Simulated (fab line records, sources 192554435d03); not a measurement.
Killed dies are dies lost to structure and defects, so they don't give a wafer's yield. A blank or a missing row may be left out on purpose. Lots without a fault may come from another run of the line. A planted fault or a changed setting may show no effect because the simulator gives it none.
Chamber matching | flow n5_finfet | N5_BEOL_M0_SAQP_MANDREL1_REMOVE_100 on rie_si-04: 4 sister chambers
The step chemistry HBr/Cl2/O2, target a-Si, stops on SiNx, bt time 10 s. 18 wafers are shown with their chamber, then 9 later ones without.

WAFERS WITH THEIR CHAMBER
wafer  | chamber | drypump_motor_current_A (A) | oes_o_777_au (a.u.) | throttle_valve_pct (%)
L074.1 | 3       | 5.7                         | 0.97                | 36.1
L074.5 | 2       | 5.0                         | 1.16                | 36.4
L074.6 | 3       | 5.7                         | 0.97                | 36.2
L075.2 | 2       | 5.0                         | 1.16                | 36.4
L075.5 | 1       | 5.2                         | 0.89                | 36.8
L075.6 | 2       | 5.0                         | 1.16                | 36.4
L076.4 | 0       | 5.7                         | 0.97                | 36.6
L076.5 | 1       | 5.2                         | 0.90                | 36.8
L076.6 | 2       | 5.1                         | 1.15                | 36.4
L078.4 | 1       | 5.2                         | 0.89                | 36.8
L078.5 | 3       | 5.7                         | 0.97                | 36.2
L078.6 | 0       | 5.7                         | 0.96                | 36.6
L079.1 | 0       | 5.7                         | 0.97                | 36.6
L079.3 | 3       | 5.7                         | 0.97                | 36.1
L079.4 | 3       | 5.7                         | 0.97                | 36.2
L085.1 | 1       | 5.2                         | 0.89                | 36.8
L085.4 | 2       | 5.0                         | 1.13                | 37.1
L085.6 | 1       | 5.2                         | 0.90                | 36.8

SIGNATURES (means of the wafers above)
reading                 | chamber 0 | chamber 1 | chamber 2 | chamber 3 | scatter within a chamber
drypump_motor_current_A | 5.700     | 5.200     | 5.020     | 5.700     | 0.0239
oes_o_777_au            | 0.9667    | 0.8940    | 1.1520    | 0.9700    | 0.00787
throttle_valve_pct      | 36.600    | 36.800    | 36.540    | 36.160    | 0.17
Rule: a wafer's distance from a chamber is the root of the sum, over the readings, of the square of ((its reading less the chamber's mean) divided by the reading's scatter). The wafer belongs to the nearest chamber; if the next one is less than 2 further off, it can't be placed. The scatter: the root of (the sum of the squares of (reading less its chamber's mean) over the shown wafers, divided by (wafers less chambers)).

WAFERS WITHOUT THEIR CHAMBER
wafer  | drypump_motor_current_A (A) | oes_o_777_au (a.u.) | throttle_valve_pct (%)
L087.1 | 5.0                         | 1.12                | 37.1
L087.2 | 5.2                         | 0.89                | 36.8
L087.4 | 5.7                         | 0.97                | 36.6
L095.1 | 5.7                         | 0.97                | 36.1
L095.2 | 5.2                         | 0.89                | 36.8
L095.4 | 5.0                         | 1.11                | 37.1
L097.1 | 5.0                         | 1.12                | 37.1
L097.4 | 5.6                         | 0.96                | 36.6
L097.5 | 5.7                         | 0.97                | 36.2

WHICH CHAMBER EACH WENT THROUGH
wafer  | from the rows above     | in truth
L087.1 | 2                       | 2
L087.2 | 1                       | 1
L087.4 | 0                       | 0
L095.1 | 3                       | 3
L095.2 | 1                       | 1
L095.4 | 2                       | 2
L097.1 | 2                       | 2
L097.4 | can't be placed: 0 or 3 | 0
L097.5 | 3                       | 3
Placed correctly: 8 of 9. Can't be placed from these rows: 1 (the true chamber is among the candidates in 1). Placed wrongly: 0.
